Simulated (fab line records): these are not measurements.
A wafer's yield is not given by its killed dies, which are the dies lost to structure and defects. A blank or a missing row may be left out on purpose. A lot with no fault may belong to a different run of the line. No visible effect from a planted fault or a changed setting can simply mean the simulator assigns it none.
Chamber matching / flow n5-finfet / N5_BEOL_M10_ETCH_66 on rie-diel-04: 4 sister chambers
The step etches SOC in N2/H2, target depth 120 nm, overetch 24 nm, time 180 s. 8 wafers are shown with their chamber, then 9 later ones without.

## WAFERS, EACH WITH ITS CHAMBER
wafer=L074.3; chamber=2; drypump-motor-current-A (A)=6.8; showerhead-plenum-p-Torr (Torr)=2.50
wafer=L082.3; chamber=3; drypump-motor-current-A (A)=5.8; showerhead-plenum-p-Torr (Torr)=2.50
wafer=L082.6; chamber=1; drypump-motor-current-A (A)=5.7; showerhead-plenum-p-Torr (Torr)=2.41
wafer=L087.4; chamber=2; drypump-motor-current-A (A)=6.8; showerhead-plenum-p-Torr (Torr)=2.50
wafer=L087.5; chamber=0; drypump-motor-current-A (A)=5.0; showerhead-plenum-p-Torr (Torr)=2.43
wafer=L090.1; chamber=1; drypump-motor-current-A (A)=5.7; showerhead-plenum-p-Torr (Torr)=2.40
wafer=L090.3; chamber=0; drypump-motor-current-A (A)=4.9; showerhead-plenum-p-Torr (Torr)=2.43
wafer=L090.6; chamber=3; drypump-motor-current-A (A)=5.8; showerhead-plenum-p-Torr (Torr)=2.49

## WAFERS WHOSE CHAMBER IS MISSING
wafer=L094.3; drypump-motor-current-A (A)=5.8; showerhead-plenum-p-Torr (Torr)=2.49
wafer=L094.5; drypump-motor-current-A (A)=5.8; showerhead-plenum-p-Torr (Torr)=2.49
wafer=L094.6; drypump-motor-current-A (A)=6.8; showerhead-plenum-p-Torr (Torr)=2.49
wafer=L093.1; drypump-motor-current-A (A)=5.7; showerhead-plenum-p-Torr (Torr)=2.40
wafer=L093.3; drypump-motor-current-A (A)=5.0; showerhead-plenum-p-Torr (Torr)=2.43
wafer=L093.5; drypump-motor-current-A (A)=5.0; showerhead-plenum-p-Torr (Torr)=2.43
wafer=L095.2; drypump-motor-current-A (A)=5.7; showerhead-plenum-p-Torr (Torr)=2.40
wafer=L095.4; drypump-motor-current-A (A)=6.8; showerhead-plenum-p-Torr (Torr)=2.49
wafer=L095.5; drypump-motor-current-A (A)=5.0; showerhead-plenum-p-Torr (Torr)=2.42

## WHICH CHAMBER EACH ONE RAN IN
wafer=L094.3; from the rows above=3; in truth=3
wafer=L094.5; from the rows above=3; in truth=3
wafer=L094.6; from the rows above=2; in truth=2
wafer=L093.1; from the rows above=1; in truth=1
wafer=L093.3; from the rows above=0; in truth=0
wafer=L093.5; from the rows above=0; in truth=0
wafer=L095.2; from the rows above=1; in truth=1
wafer=L095.4; from the rows above=2; in truth=2
wafer=L095.5; from the rows above=0; in truth=0
Correct placement for 9 of the 9. From these rows, 0 cannot be placed. Wrongly placed: 0.
How it was worked out, from the rows above alone: a wafer's distance from a chamber is the root of the sum, over the readings, of the square of ((its reading less the chamber's mean) divided by the reading's scatter). If the next closest chamber is less than 2 further off than the closest, the wafer can't be placed; otherwise it belongs to the closest. A chamber's mean is the mean of its shown wafers. The scatter: the root of (the sum of the squares of (reading less its chamber's mean) over the shown wafers, divided by (wafers less chambers)).
